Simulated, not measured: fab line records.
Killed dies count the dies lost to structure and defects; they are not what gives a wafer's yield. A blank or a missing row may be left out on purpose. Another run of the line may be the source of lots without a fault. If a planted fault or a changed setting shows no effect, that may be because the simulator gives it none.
Problem report in the 8D (eight disciplines) form, filled by code || flow n5 finfet || the parts of the form that need people (team, actions taken, sign-off) are left out

== 1. THE PROBLEM ==
At N5_ILD0_CMP_03, platen rpm averages 49.74 rpm over 6 wafers from 2 lots, while fault-free wafers read 51.79 rpm, standard deviation 0.035. Relative to the usual mean, that is a shift of -58 standard deviations.
The step: polishes, stops on SiNx, t overpolish 1.9 s, target thk 197.38 nm.
The first sign was on wafer L190.4 at day 4 13:35, on cmp-04. The record has a number at this step for 30 wafers belonging to 12 lots. By rule, "out" or "out of limits" means more than 4 standard deviations away from the usual mean. The rest of the wafers with a number are treated as sound.

== 2. WHAT THIS IS AND IS NOT ==
{"question": "which readings at this step", "is": "platen rpm", "is not": "motor current A, overpolish run s, time to endpoint s"}
{"question": "which lots", "is": "L190, L192", "is not": "L188, L200, L201, L202, L204, L205, L207, L208, L209, L210"}
{"question": "which wafers of those lots", "is": "all that have a number", "is not": "-"}
{"question": "read on which tools", "is": "cmp-04", "is not": "cmp-01, cmp-02"}
{"question": "when", "is": "from day 4 13:35", "is not": "up to then (2 sound wafers); but 22 sound wafers of L200, L201, L202, L204, L205, L207, L208, L209, L210 came after"}

== 3. WHAT RULES OUT EACH SUSPECT ==
Counting: a tool at any process step up to the reading remains a suspect when it ran all the lots that are out and ran no sound lot after the first of those.
- laser anneal-02 at N5_SD_ACTIVATION_LSA_01 (time 0.0008 s): ruled out as a lasting fault. The sound lots L200, L201, L202, L207, L209 went through it after L190, its earliest lot that is out (day 4 10:41).
- cmp-04 at N5_ILD0_CMP_03 (polishes, stops on SiNx, t overpolish 1.9 s, target thk 197.38 nm): ruled out as a lasting fault. The sound lots L204, L207, L208, L209 went through it after L190, its earliest lot that is out (day 4 13:35).
Left after counting: nothing in the record.

== 4. THE CAUSE (what the simulator had put in) ==
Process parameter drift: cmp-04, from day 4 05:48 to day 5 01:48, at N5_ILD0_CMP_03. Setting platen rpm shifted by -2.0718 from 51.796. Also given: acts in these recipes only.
Counting ruled it out, wrongly.

== 5. THE EFFECT CHAIN, in route order ==
Each row: a reading where the mean over the struck wafers with a number is more than 3 standard deviations away from the usual. Readings are gone through only where the record gives a usual standard deviation; hours: the median, over the lots, of the time from a lot's start at the first step in this table giving one to that lot's start at this step; sigmas: the change measured in usual standard deviations.
{"hours": 0, "step": "N5_ILD0_CMP_03", "reading": "platen rpm", "usual": "51.79 rpm", "on struck wafers": 49.74, "change": -2.05, "sigmas": -58}
It contains these process steps:
- N5_ILD0_CMP_03: polishes, stops on SiNx, t overpolish 1.9 s, target thk 197.38 nm.
At these later measuring or inspecting steps, every struck wafer for which the step has a row has a number for every such reading, and none has moved that far: N5_ILD0_THK_MEAS_08, N5_BEOL_M4_RC_MEAS_101.

== 6. WHAT WOULD HAVE CAUGHT IT SOONER ==
In this record the first reading out of limits was taken at day 4 13:35, 8 hours after the fault began at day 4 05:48.
